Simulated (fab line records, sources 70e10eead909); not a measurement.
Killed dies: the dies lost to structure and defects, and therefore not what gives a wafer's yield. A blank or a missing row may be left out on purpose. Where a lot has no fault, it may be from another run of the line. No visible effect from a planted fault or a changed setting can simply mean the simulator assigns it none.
The tool behind it: which one? :: flow nand_harc :: 12 lots, 36 wafers sampled, at 6 steps of a route of 1159

## WHAT THE GAUGES READ, wafer by wafer
NHARC_A_CONTACT_CD_MEAS_08: target cd 100 nm.
lot: L076
measured: day 17 14:59
on: cd_sem-02
cd_nm (nm): 100.4 100.1 100.1

lot: L077
measured: day 17 20:00
on: cd_sem-01
cd_nm (nm): 100.3 100.2 100.6

lot: L080
measured: day 17 15:18
on: cd_sem-01
cd_nm (nm): 99.8 100.5 99.2

lot: L081
measured: day 18 22:35
on: cd_sem-02
cd_nm (nm): 101.0 99.2 99.8

lot: L083
measured: day 19 07:38
on: cd_sem-01
cd_nm (nm): 100.4 100.5 100.6

lot: L084
measured: day 19 13:32
on: cd_sem-01
cd_nm (nm): 100.5 100.5 100.0

lot: L086
measured: day 20 19:02
on: cd_sem-02
cd_nm (nm): 99.4 99.2 99.8

lot: L088
measured: day 20 15:08
on: cd_sem-02
cd_nm (nm): 100.3 99.6 99.8

lot: L091
measured: day 21 16:11
on: cd_sem-03
cd_nm (nm): 99.2 99.9 99.8

lot: L093
measured: day 21 22:55
on: cd_sem-02
cd_nm (nm): 100.2 100.0 99.8

lot: L095
measured: day 21 13:58
on: cd_sem-03
cd_nm (nm): 100.7 100.4 100.5

lot: L097
measured: day 22 21:47
on: cd_sem-03
cd_nm (nm): 100.1 100.6 99.9

## WHICH TOOL RAN EACH LOT (tool, then ch and the chambers of the sampled wafers, then the start)
lot: L076
NHARC_A_STAIRCASE_TRIM_222: rie_diel-05 ch 1,2, day 12 16:41 or earlier
NHARC_A_STAIRCASE_ALD_420: ald_hk-04 ch 1,2,3, day 12 16:41
NHARC_A_SGD_CUT_ETCHBACK_24: rie_diel-10 ch 0,1,2, day 14 20:48
NHARC_A_SGD_CUT_STRIP_28: rie_diel-10 ch 2,3, day 17 09:16 or earlier
NHARC_A_CONTACT_ETCH_126: har_cap_etch-03 ch 0,1, day 17 09:16

lot: L077
NHARC_A_STAIRCASE_TRIM_222: rie_diel-11 ch 0,2,3, day 13 00:34 or earlier
NHARC_A_STAIRCASE_ALD_420: ald_hk-04 ch 1,2,3, day 13 00:34
NHARC_A_SGD_CUT_ETCHBACK_24: rie_diel-09 ch 1,2,3, day 14 20:39
NHARC_A_SGD_CUT_STRIP_28: rie_diel-09 ch 2,3, day 17 15:14 or earlier
NHARC_A_CONTACT_ETCH_126: har_cap_etch-01 ch 0,1, day 17 15:14

lot: L080
NHARC_A_STAIRCASE_TRIM_222: rie_diel-02 ch 0,1,2, day 13 07:56 or earlier
NHARC_A_STAIRCASE_ALD_420: ald_hk-02 ch 1,2,3, day 13 07:56
NHARC_A_SGD_CUT_ETCHBACK_24: rie_diel-09 ch 0,1,3, day 15 01:49
NHARC_A_SGD_CUT_STRIP_28: rie_diel-09 ch 0,1,3, day 17 09:43 or earlier
NHARC_A_CONTACT_ETCH_126: har_cap_etch-02 ch 0,1, day 17 09:43

lot: L081
NHARC_A_STAIRCASE_TRIM_222: rie_diel-11 ch 1,2,3, day 14 06:49 or earlier
NHARC_A_STAIRCASE_ALD_420: ald_hk-01 ch 0,1,3, day 14 06:49
NHARC_A_SGD_CUT_ETCHBACK_24: rie_diel-09 ch 0,1,2, day 16 05:32
NHARC_A_SGD_CUT_STRIP_28: rie_diel-09 ch 0,1,2, day 18 16:53 or earlier
NHARC_A_CONTACT_ETCH_126: har_cap_etch-03 ch 0,1, day 18 16:53

lot: L083
NHARC_A_STAIRCASE_TRIM_222: rie_diel-11 ch 2,3, day 14 12:26 or earlier
NHARC_A_STAIRCASE_ALD_420: ald_hk-01 ch 0,1, day 14 12:26
NHARC_A_SGD_CUT_ETCHBACK_24: rie_diel-09 ch 0,2,3, day 16 15:47
NHARC_A_SGD_CUT_STRIP_28: rie_diel-09 ch 0,1, day 19 02:41 or earlier
NHARC_A_CONTACT_ETCH_126: har_cap_etch-02 ch 0,1, day 19 02:41

lot: L084
NHARC_A_STAIRCASE_TRIM_222: rie_diel-11 ch 0,1, day 14 18:00 or earlier
NHARC_A_STAIRCASE_ALD_420: ald_hk-01 ch 2,3, day 14 18:00
NHARC_A_SGD_CUT_ETCHBACK_24: rie_diel-10 ch 0,1,3, day 16 15:46
NHARC_A_SGD_CUT_STRIP_28: rie_diel-10 ch 1,2,3, day 19 08:31 or earlier
NHARC_A_CONTACT_ETCH_126: har_cap_etch-03 ch 0,1, day 19 08:31

lot: L086
NHARC_A_STAIRCASE_TRIM_222: rie_diel-11 ch 0,1,2, day 15 18:58 or earlier
NHARC_A_STAIRCASE_ALD_420: ald_hk-02 ch 0,2,3, day 15 18:58
NHARC_A_SGD_CUT_ETCHBACK_24: rie_diel-09 ch 0,1,3, day 17 22:31
NHARC_A_SGD_CUT_STRIP_28: rie_diel-09 ch 0,1,3, day 20 13:50 or earlier
NHARC_A_CONTACT_ETCH_126: har_cap_etch-02 ch 0,1, day 20 13:50

lot: L088
NHARC_A_STAIRCASE_TRIM_222: rie_diel-11 ch 0,1,2, day 15 20:04 or earlier
NHARC_A_STAIRCASE_ALD_420: ald_hk-02 ch 0,2, day 15 20:04
NHARC_A_SGD_CUT_ETCHBACK_24: rie_diel-10 ch 0,2,3, day 17 22:42
NHARC_A_SGD_CUT_STRIP_28: rie_diel-10 ch 0,1,2, day 20 09:29 or earlier
NHARC_A_CONTACT_ETCH_126: har_cap_etch-03 ch 0,1, day 20 09:29

lot: L091
NHARC_A_STAIRCASE_TRIM_222: rie_diel-11 ch 0,1,2, day 16 14:54 or earlier
NHARC_A_STAIRCASE_ALD_420: ald_hk-01 ch 1,2, day 16 14:54
NHARC_A_SGD_CUT_ETCHBACK_24: rie_diel-10 ch 1,3, day 18 10:59
NHARC_A_SGD_CUT_STRIP_28: rie_diel-10 ch 2,3, day 21 10:43 or earlier
NHARC_A_CONTACT_ETCH_126: har_cap_etch-03 ch 0,1, day 21 10:43

lot: L093
NHARC_A_STAIRCASE_TRIM_222: rie_diel-05 ch 0,1,3, day 16 22:06 or earlier
NHARC_A_STAIRCASE_ALD_420: ald_hk-01 ch 1,2,3, day 16 22:06
NHARC_A_SGD_CUT_ETCHBACK_24: rie_diel-10 ch 0,2, day 18 16:15
NHARC_A_SGD_CUT_STRIP_28: rie_diel-10 ch 0,3, day 21 18:03 or earlier
NHARC_A_CONTACT_ETCH_126: har_cap_etch-01 ch 0,1, day 21 18:03

lot: L095
NHARC_A_STAIRCASE_TRIM_222: rie_diel-05 ch 0,1, day 17 01:07 or earlier
NHARC_A_STAIRCASE_ALD_420: ald_hk-04 ch 0,1,3, day 17 01:07
NHARC_A_SGD_CUT_ETCHBACK_24: rie_diel-08 ch 1,2, day 18 16:16
NHARC_A_SGD_CUT_STRIP_28: rie_diel-08 ch 0,3, day 21 05:01 or earlier
NHARC_A_CONTACT_ETCH_126: har_cap_etch-01 ch 0,1, day 21 05:01

lot: L097
NHARC_A_STAIRCASE_TRIM_222: rie_diel-05 ch 0,2, day 18 07:09 or earlier
NHARC_A_STAIRCASE_ALD_420: ald_hk-04 ch 1,2,3, day 18 07:09
NHARC_A_SGD_CUT_ETCHBACK_24: rie_diel-09 ch 2,3, day 20 01:33
NHARC_A_SGD_CUT_STRIP_28: rie_diel-09 ch 1,2, day 22 13:23 or earlier
NHARC_A_CONTACT_ETCH_126: har_cap_etch-03 ch 0,1, day 22 13:23
- NHARC_A_STAIRCASE_TRIM_222: chemistry O2, time 211.2 s.
- NHARC_A_STAIRCASE_ALD_420: deposits SiO2, target thk 20 nm, pulse time 6 s, ald cycles 200.
- NHARC_A_SGD_CUT_ETCHBACK_24: etches the open film in CH3F/O2, target depth 50 nm, time 92.857 s.
- NHARC_A_SGD_CUT_STRIP_28: strips in O2, time 20 s.
- NHARC_A_CONTACT_ETCH_126: etches the open film in C4F8/O2/Ar, time 155 s, target depth 956 nm.

## THE ANSWER, worked out from the rows above alone
Rule: usual is defined by the lots themselves. Put in order of their means at a reading, lots are off if they are a third of the lots or fewer, leave a main group of 4 or more, and stand apart from it by a gap of 3 or more times the standard deviation of the main group's means; of several such gaps the widest counts. Not used: any main group whose means are identical at the precision the tables above print for the reading. A lot without any number at a reading at which 4 lots or more have one is off too. Any other lot the step has rows for is counted as sound.
Across all readings shown, no lot is off: no conclusion can be drawn from this.

## WHAT THE SIMULATOR HAD INSERTED
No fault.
